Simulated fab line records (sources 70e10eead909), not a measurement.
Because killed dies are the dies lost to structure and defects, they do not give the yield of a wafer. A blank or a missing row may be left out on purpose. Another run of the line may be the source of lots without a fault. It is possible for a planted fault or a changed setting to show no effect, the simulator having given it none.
fab line records + flow nandHarc + part 2 of 2: steps 29 to 41 of 41
[record]
- lots = 5
- wafers = 15
- lastDay = 23
route steps=1159 shown P_BONDPAD@351 A_START@389 A_ZERO_WELL@390
lots that met no fault: taken from a fault-free run of the same line
startH: start of the lot's first displayed wafer, in hours after the record's first day + waitH: hours from the lot's prior step to this one + " repeats the value in the row above + L1.1+2: a single row standing in for several wafers + - no value, or no start given + * or withheld: withheld + < > ~ a bound
route shown NAME@n: a module of which the file shows steps, and the number in the route of the first + usual: average and standard deviation across the fault-free wafers + same: alike in all rows + chamber/n: place in a boat + sites: the reading at each site + _std_site: standard deviation of those values + _edge_site: inner sites' mean taken away from outer sites' mean + radiusMm: for every site, how far away it sits from the centre of the wafer + mask NAME#n: copy n + behind: tool/chamber where the wafer was last shaped + hold: why the lot was held/for how many hours/how that ended + device: which transistor (n, p or np) failed to switch + end of line: the tests these same wafers got at the end of their route + a step given without rows: its recipe and nothing more + killed: dies lost to structure and defects at the first sort, not the wafer's yield + map: dies across one wafer; x = killed, . = not, _ = none there
set.NAME: setting as actually run; set.NAME@STEP: the setting as run at that earlier step + model.NAME: the simulator's own value behind a step, which no gauge read
lots seen at some steps along the route; tables by step, rows by wafer
services: when a tool's chamber went out of use (startH, in hours from the record's first day, below 0 if earlier), for how many hours, and the reason
[[steps]]
[step NHARC_P_BONDPAD_ANNEAL_28]
[recipe]
- tempC = 225
- timeS = 90
[usual]
- wafer_temp_C_max = 225.96/0.29
| lot.wafer | tool         | chamber | startH | waitH | wafer_temp_C_max |
|-----------|--------------|---------|--------|-------|------------------|
| L074.1    | rtpAnneal-01 | 0       | 137.73 | -     | 226.03           |
| L074.3    | "            | 0       | "      | "     | 226.05           |
| L074.5    | "            | 0       | "      | "     | 226.15           |
| L083.4    | rtpAnneal-01 | 0       | 189.36 | -     | 226.45           |
| L083.5    | "            | 0       | "      | "     | 225.67           |
| L083.6    | "            | 0       | "      | "     | 225.89           |
| L088.1    | rtpAnneal-02 | 0       | 209.79 | 0.3   | 225.94           |
| L088.3    | "            | 0       | "      | "     | 225.77           |
| L088.4    | "            | 0       | "      | "     | 226.08           |
| L092.1    | rtpAnneal-02 | 0       | 237.75 | 0.3   | 226.42           |
| L092.4    | "            | 0       | "      | "     | 226.07           |
| L092.5    | "            | 0       | "      | "     | 225.96           |
| L094.1    | rtpAnneal-02 | 0       | 246.28 | 0.3   | 225.75           |
| L094.2    | "            | 0       | "      | "     | 225.33           |
| L094.6    | "            | 0       | "      | "     | 225.39           |
[step NHARC_P_BONDPAD_CMP_19]
[recipe]
- tOverpolishS = 30
- cuRecessTouchS = 16
- targetThkNm = 160.81
[usual]
- motorCurrentA = 11.9/1.2
- overpolishRunS = 30.000/0.0093
- slurryFilterDpKPa = 13.53/0.14
| lot.wafer | tool   | chamber | startH | waitH | motorCurrentA | overpolishRunS | slurryFilterDpKPa |
|-----------|--------|---------|--------|-------|---------------|----------------|-------------------|
| L074.1    | cmp-04 | 2       | 138.13 | -     | 10.5          | 29.998         | 13.59             |
| L074.3    | "      | 3       | "      | "     | 12.5          | 29.991         | 13.55             |
| L074.5    | "      | 1       | "      | "     | 11.4          | 29.994         | 13.44             |
| L083.4    | cmp-02 | 1       | 189.58 | -     | 11.1          | 29.996         | 13.70             |
| L083.6    | "      | 0       | "      | "     | 10.3          | 29.983         | 13.42             |
| L083.5    | "      | 1       | "      | "     | 11.2          | 30.008         | 13.54             |
| L088.1    | cmp-01 | 1       | 210.17 | -     | 12.7          | 30.025         | 13.77             |
| L088.3    | "      | 2       | "      | "     | 11.9          | 30.017         | 13.57             |
| L088.4    | "      | 3       | "      | "     | 14.8          | 30.002         | 13.74             |
| L092.1    | cmp-02 | 1       | 238.10 | -     | 11.4          | 30.003         | 13.46             |
| L092.4    | "      | 0       | "      | "     | 9.9           | 29.999         | 13.54             |
| L092.5    | "      | 2       | "      | "     | 13.2          | 29.998         | 13.51             |
| L094.1    | cmp-02 | 0       | 246.65 | -     | 9.6           | 29.975         | 13.43             |
| L094.2    | "      | 1       | "      | "     | 11.6          | 29.994         | 13.41             |
| L094.6    | "      | 0       | "      | "     | 9.5           | 29.998         | 13.58             |
[step NHARC_P_BONDPAD_THK_MEAS_20]
[recipe]
- thkMeasGauge = xrf
[usual]
- thkNm = 161.1/1.6
| lot.wafer | tool         | chamber | startH | waitH | thkNm |
|-----------|--------------|---------|--------|-------|-------|
| L074.1    | filmMetro-01 | -       | 138.40 | -     | 160.8 |
| L074.3    | "            | -       | "      | "     | 160.9 |
| L074.5    | "            | -       | "      | "     | 161.4 |
| L083.4    | filmMetro-01 | -       | 189.88 | -     | 163.9 |
| L083.5    | "            | -       | "      | "     | 165.2 |
| L083.6    | "            | -       | "      | "     | 160.1 |
| L088.1    | filmMetro-01 | -       | 210.47 | -     | 163.6 |
| L088.3    | "            | -       | "      | "     | 161.3 |
| L088.4    | "            | -       | "      | "     | 163.0 |
| L092.1    | filmMetro-01 | -       | 238.42 | -     | 162.4 |
| L092.4    | "            | -       | "      | "     | 159.3 |
| L092.5    | "            | -       | "      | "     | 161.8 |
| L094.1    | filmMetro-01 | -       | 246.94 | -     | 159.4 |
| L094.2    | "            | -       | "      | "     | 162.0 |
| L094.6    | "            | -       | "      | "     | 159.8 |
[step NHARC_P_BONDPAD_SRD_21]
[recipe]
- timeS = 30
- tempC = 23
- dryTimeS = 20
- spinRpm = 1500
| lot.wafer  | tool        | chamber | startH | waitH |
|------------|-------------|---------|--------|-------|
| L074.3+5+1 | wetBench-08 | 1,3,6   | 138.44 | 0.0   |
| L083.6+5+4 | wetBench-08 | 4,7,0   | 189.92 | 0.0   |
| L088.1+3+4 | wetBench-10 | 2,5,6   | 210.52 | 0.0   |
| L092.5+4+1 | wetBench-08 | 3,5,7   | 238.47 | 0.0   |
| L094.2+1+6 | wetBench-08 | 4,7,0   | 246.99 | 0.0   |
[step NHARC_P_BONDPAD_INSPECT_23]
[usual]
- rawDefectCount = 325/120
| lot.wafer | tool             | chamber | startH | waitH | rawDefectCount |
|-----------|------------------|---------|--------|-------|----------------|
| L074.1    | defectInspect-02 | -       | 138.60 | 0.0   | 308            |
| L074.3    | "                | -       | "      | "     | 449            |
| L074.5    | "                | -       | "      | "     | 240            |
| L083.4    | defectInspect-02 | -       | 190.10 | 0.0   | 269            |
| L083.5    | "                | -       | "      | "     | 399            |
| L083.6    | "                | -       | "      | "     | 669            |
| L088.1    | defectInspect-02 | -       | 210.70 | 0.0   | 179            |
| L088.3    | "                | -       | "      | "     | 320            |
| L088.4    | "                | -       | "      | "     | 207            |
| L092.1    | defectInspect-01 | -       | 238.62 | 0.0   | 140            |
| L092.4    | "                | -       | "      | "     | 208            |
| L092.5    | "                | -       | "      | "     | 220            |
| L094.1    | defectInspect-01 | -       | 247.15 | 0.0   | 189            |
| L094.2    | "                | -       | "      | "     | 169            |
| L094.6    | "                | -       | "      | "     | 213            |
[step NHARC_P_BONDPAD_ACTIVATE_29]
[recipe]
- timeS = 60
- n2FlowSccm = 200
- arFlowSccm = 0
- biasPowerW = 0
- chemistry = N2
[usual]
- drypumpMotorCurrentA = 6.0/0.42
- oesProductAu = 0.999/0.0091
- rfVppV = 64.0/0.85
- showerheadPlenumPTorr = 1.75/0.065
| lot.wafer | tool       | chamber | startH | waitH | drypumpMotorCurrentA | oesProductAu | rfHoursCounterH | rfVppV | showerheadPlenumPTorr |
|-----------|------------|---------|--------|-------|----------------------|--------------|-----------------|--------|-----------------------|
| L074.1    | rieDiel-08 | 1       | 138.66 | 0.1   | 6.7                  | 1.001        | 1               | 64.7   | 1.71                  |
| L074.3    | "          | 3       | "      | "     | 5.9                  | 0.996        | 0               | 65.1   | 1.69                  |
| L074.5    | "          | 1       | "      | "     | 6.8                  | 0.993        | -               | 64.8   | 1.71                  |
| L083.4    | rieDiel-13 | 0       | 190.20 | 0.1   | 5.3                  | 0.994        | 27              | 64.4   | 1.84                  |
| L083.5    | "          | 1       | "      | "     | 5.4                  | 1.006        | -               | 65.1   | 1.80                  |
| L083.6    | "          | 2       | "      | "     | 5.5                  | 1.005        | -               | 63.2   | 1.66                  |
| L088.3    | rieDiel-08 | 3       | 210.76 | 0.1   | 5.9                  | 0.991        | 7               | 62.9   | 1.69                  |
| L088.1    | "          | 0       | "      | "     | 5.8                  | 1.002        | 7               | 65.4   | 1.82                  |
| L088.4    | "          | 2       | "      | "     | 5.9                  | 0.986        | 7               | 63.4   | 1.80                  |
| L092.1    | rieDiel-08 | 3       | 238.70 | 0.1   | 5.9                  | 0.999        | 10              | 63.6   | 1.69                  |
| L092.4    | "          | 0       | "      | "     | 5.9                  | 1.002        | 11              | 64.7   | 1.82                  |
| L092.5    | "          | 2       | "      | "     | 6.0                  | 0.990        | -               | 63.4   | 1.80                  |
| L094.2    | rieDiel-08 | 1       | 247.24 | 0.1   | 6.8                  | 1.001        | 11              | 63.0   | 1.71                  |
| L094.1    | "          | 2       | "      | "     | 6.0                  | 0.990        | 10              | 64.5   | 1.79                  |
| L094.6    | "          | 3       | "      | "     | 5.9                  | 1.001        | -               | 64.4   | 1.69                  |
[step NHARC_P_BONDPAD_PRECLEAN_30]
[recipe]
- timeS = 300
- tempC = 23
- chemistry = DIW
| lot.wafer  | tool        | chamber | startH | waitH |
|------------|-------------|---------|--------|-------|
| L074.3+1+5 | wetBench-10 | 7,0,3   | 138.81 | 0.1   |
| L083.5+6+4 | wetBench-08 | 0,1,2   | 190.33 | 0.1   |
| L088.4+1+3 | wetBench-10 | 0,1,4   | 210.92 | 0.1   |
| L092.5+1+4 | wetBench-10 | 1,3,4   | 238.87 | 0.1   |
| L094.1+2+6 | wetBench-08 | 3,4,6   | 247.38 | 0.1   |
[step NHARC_P_BONDPAD_SRD_31]
[recipe]
- timeS = 30
- tempC = 23
- dryTimeS = 20
- spinRpm = 1500
| lot.wafer  | tool        | chamber | startH | waitH |
|------------|-------------|---------|--------|-------|
| L074.3+1+5 | wetBench-10 | 7,0,3   | -      | -     |
| L083.5+6+4 | wetBench-08 | 0,1,2   | -      | -     |
| L088.4+1+3 | wetBench-10 | 0,1,4   | -      | -     |
| L092.5+1+4 | wetBench-10 | 1,3,4   | -      | -     |
| L094.1+2+6 | wetBench-08 | 3,4,6   | -      | -     |
[step NHARC_A_START_INSPECT_01]
[usual]
- rawDefectCount = 3.4/1.8
| lot.wafer | tool             | chamber | startH | waitH | rawDefectCount |
|-----------|------------------|---------|--------|-------|----------------|
| L074.1    | defectInspect-02 | -       | 139.06 | -     | 2              |
| L074.3    | "                | -       | "      | "     | 9              |
| L074.5    | "                | -       | "      | "     | 3              |
| L083.4    | defectInspect-01 | -       | 190.57 | -     | 6              |
| L083.5    | "                | -       | "      | "     | 3              |
| L083.6    | "                | -       | "      | "     | 2              |
| L088.1    | defectInspect-01 | -       | 211.17 | -     | 5              |
| L088.3    | "                | -       | "      | "     | 4              |
| L088.4    | "                | -       | "      | "     | 3              |
| L092.1    | defectInspect-02 | -       | 239.10 | -     | 2              |
| L092.4    | "                | -       | "      | "     | 0              |
| L092.5    | "                | -       | "      | "     | 3              |
| L094.1    | defectInspect-01 | -       | 247.62 | -     | 3              |
| L094.2    | "                | -       | "      | "     | 3              |
| L094.6    | "                | -       | "      | "     | 6              |
[step NHARC_A_ZERO_WELL_PRECLEAN_00]
[recipe]
- timeS = 600
- tempC = 120
- chemistry = SPM
| lot.wafer  | tool        | chamber | startH | waitH |
|------------|-------------|---------|--------|-------|
| L074.1+3+5 | wetBench-09 | 1,2,5   | 139.15 | 0.1   |
| L083.5+4+6 | wetBench-07 | 6,0,1   | 190.67 | 0.1   |
| L088.3+1+4 | wetBench-05 | 1,3,4   | 211.26 | 0.1   |
| L092.5+4+1 | wetBench-07 | 6,7,0   | 239.19 | 0.1   |
| L094.6+2+1 | wetBench-05 | 2,3,5   | 247.72 | 0.1   |
[step NHARC_A_ZERO_WELL_SRD_01]
| lot.wafer  | tool        | chamber | startH | waitH |
|------------|-------------|---------|--------|-------|
| L074.1+3+5 | wetBench-09 | 1,2,5   | -      | -     |
| L083.5+4+6 | wetBench-07 | 6,0,1   | -      | -     |
| L088.3+1+4 | wetBench-05 | 1,3,4   | -      | -     |
| L092.5+4+1 | wetBench-07 | 6,7,0   | -      | -     |
| L094.6+2+1 | wetBench-05 | 2,3,5   | -      | -     |
[step NHARC_A_ZERO_WELL_DEHYDRATE_02]
[recipe]
- tempC = 150
- timeS = 120
| lot.wafer  | tool          | chamber | startH | waitH |
|------------|---------------|---------|--------|-------|
| L074.1+3+5 | lithoTrack-05 | 0       | 139.48 | -     |
| L083.4+5+6 | lithoTrack-05 | 0       | 190.97 | -     |
| L088.1+3+4 | lithoTrack-05 | 0       | 211.57 | -     |
| L092.1+4+5 | lithoTrack-07 | 0       | 239.50 | -     |
| L094.1+2+6 | lithoTrack-07 | 0       | 248.01 | -     |
[step NHARC_A_ZERO_WELL_HMDS_03]
[recipe]
- timeS = 30
| lot.wafer  | tool          | chamber | startH | waitH |
|------------|---------------|---------|--------|-------|
| L074.1+3+5 | lithoTrack-05 | 0       | -      | -     |
| L083.4+5+6 | lithoTrack-05 | 0       | -      | -     |
| L088.1+3+4 | lithoTrack-05 | 0       | -      | -     |
| L092.1+4+5 | lithoTrack-07 | 0       | -      | -     |
| L094.1+2+6 | lithoTrack-07 | 0       | -      | -     |
[[services]]
| tool          | chamber | startH | hours | kind   |
|---------------|---------|--------|-------|--------|
| rieDiel-13    | 2       | 119.04 | 3.8   | repair |
| rieDiel-08    | -       | 124.80 | 9.0   | pm     |
| cmp-02        | -       | 128.50 | 4.0   | pm     |
| wetBench-07   | -       | 137.33 | 2.7   | repair |
| rieDiel-13    | 1       | 144.18 | 5.4   | repair |
| ecdCu-02      | -       | 148.89 | 1.5   | repair |
| pvdSputter-03 | -       | 149.01 | 1.8   | repair |
| pvdSputter-01 | -       | 158.36 | 10.0  | pm     |
| wetBench-05   | -       | 159.36 | 11.3  | repair |
| lithoTrack-02 | -       | 165.00 | 7.0   | pm     |
| rieDiel-13    | 1       | 165.26 | 10.3  | repair |
| cmp-02        | -       | 167.06 | 1.8   | repair |
| wetBench-10   | -       | 184.85 | 2.1   | repair |
| lithoTrack-07 | -       | 189.00 | 7.0   | pm     |
| wetBench-05   | -       | 196.80 | 8.0   | pm     |
| pvdSputter-03 | -       | 200.98 | 2.4   | repair |
| pvdSputter-02 | -       | 214.02 | 10.0  | pm     |
| rieDiel-08    | 2       | 217.48 | 6.4   | repair |
| cmp-02        | -       | 226.50 | 4.0   | pm     |
| wetBench-08   | -       | 230.40 | 8.0   | pm     |
| cmp-02        | -       | 236.21 | 0.5   | repair |
| lithoTrack-05 | -       | 237.01 | 7.0   | pm     |
| pvdSputter-01 | -       | 242.87 | 4.6   | repair |
| wetBench-10   | -       | 247.20 | 8.0   | pm     |
